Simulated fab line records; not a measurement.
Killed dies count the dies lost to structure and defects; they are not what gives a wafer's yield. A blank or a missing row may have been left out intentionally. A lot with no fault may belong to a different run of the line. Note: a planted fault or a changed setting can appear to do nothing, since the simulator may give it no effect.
Split-lot trial    flow n5_finfet    on a route of 1938 steps: 7 lots, 21 wafers read

## SPLIT DETAILS
At N5_BEOL_M4_COAT_05 (resist thk 30 nm), the setting spin_rpm was moved away from the recipe's 1500 rpm on 6 of the 21 wafers read, by -11.1% to +6.1%. This setting was run at the recipe's value on the other wafers.

## FROM THE SPLIT TO THE READING: what the file shows between them, 2 steps
- N5_BEOL_M4_EBR_07
- N5_BEOL_M4_SOFTBAKE_06: time 60 s

## THE READING
CAR-EUV_of_BEOL_M4_COAT_05.thk_nm (the simulator's own value, which no gauge read), in nm, at N5_BEOL_M4_DESCUM_16 (chemistry O2, time 7 s). The file does not state a usual value for it. Here, 15 wafers ran the recipe; their average is 26.0 nm with a standard deviation of 0.08 nm.

wafer   tool, chamber at the split  spin_rpm as run, rpm  against the recipe  CAR-EUV_of_BEOL_M4_COAT_05.thk_nm, nm  against lot-mates on the recipe
L074.2  litho_track-01, 0           1500                  recipe              26                                     -
L074.4  litho_track-01, 0           1500                  recipe              26                                     -
L074.6  litho_track-01, 0           1500                  recipe              26                                     -
L078.3  litho_track-05, 0           1500                  recipe              26.2                                   -
L078.5  litho_track-05, 0           1333                  -11.1%              27.8                                   +1.6
L078.6  litho_track-05, 0           1333                  -11.1%              28                                     +1.8
L077.3  litho_track-05, 0           1500                  recipe              26                                     -
L077.4  litho_track-05, 0           1500                  recipe              26                                     -
L077.6  litho_track-05, 0           1592                  +6.1%               25.2                                   -0.8
L079.2  litho_track-05, 0           1500                  recipe              26.2                                   -
L079.5  litho_track-05, 0           1500                  recipe              26.2                                   -
L079.6  litho_track-05, 0           1413                  -5.8%               27                                     +0.8
L082.2  litho_track-01, 0           1500                  recipe              26                                     -
L082.4  litho_track-01, 0           1500                  recipe              26                                     -
L082.6  litho_track-01, 0           1500                  recipe              26                                     -
L094.3  litho_track-01, 0           1500                  recipe              26                                     -
L094.4  litho_track-01, 0           1500                  recipe              26                                     -
L094.6  litho_track-01, 0           1500                  recipe              26                                     -
L096.1  litho_track-01, 0           1408                  -6.1%               27                                     +1.0
L096.6  litho_track-01, 0           1408                  -6.1%               27                                     +1.0
L096.2  litho_track-01, 0           1500                  recipe              26                                     -

THE FIT
A straight line over all 21 wafers: CAR-EUV_of_BEOL_M4_COAT_05.thk_nm changes by -0.161 nm for each +1% of spin_rpm; r = -0.99; the points scatter about the line by 0.088 nm.
The same after taking each lot's own level away (the mean of its wafers on the recipe; 21 wafers): -0.15 nm for each +1%; r = -1.00; scatter 0.052 nm.
On that fit, the largest move of spin_rpm shifts the reading by 1.7 nm.
Across the lots, their own levels run from 26.00 to 26.20 nm, a range of 2.5 times the standard deviation given above.
The two slopes agree, so the slope changes little with the lot-to-lot level.
Check: with one of the wafers moved furthest among these (-11.1%) left out of the fit, the line predicts +1.72 nm for it against its lot-mates. Against them it came out at +1.6 nm.

## THE OTHER SPLITS THESE WAFERS WENT THROUGH
Before the reading, these wafers also passed through other splits. Each is held against what the fit with the lots' levels taken away leaves over:
other split on the same wafers    wafers away from the commonest value  r with CAR-EUV_of_BEOL_M4_COAT_05.thk_nm (lot level and that fit taken away)
N5_BEOL_M2_TRENCH_ETCH_37 bias_w  7                                     -0.13
N5_BEOL_M4_PECVD_72 temp_c        5                                     -0.38

## THE WHOLE CHAIN: every reading that the file lists as answering this split, in the file's order
step                  what it does            reading                                                                             change (the file's fit)                r (the file's)
N5_BEOL_M4_COAT_05    resist thk 30 nm        CAR-EUV_of_BEOL_M4_COAT_05.thk_nm (the simulator's own value, which no gauge read)  -0.163 nm for each +1% of the setting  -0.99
N5_BEOL_M4_DESCUM_16  chemistry O2, time 7 s  CAR-EUV_of_BEOL_M4_COAT_05.thk_nm (the simulator's own value, which no gauge read)  -0.149 nm for each +1% of the setting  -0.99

## THE FILE'S OWN FIT
CAR-EUV_of_BEOL_M4_COAT_05.thk_nm changes by -0.149 nm for each +1% of spin_rpm, r = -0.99.
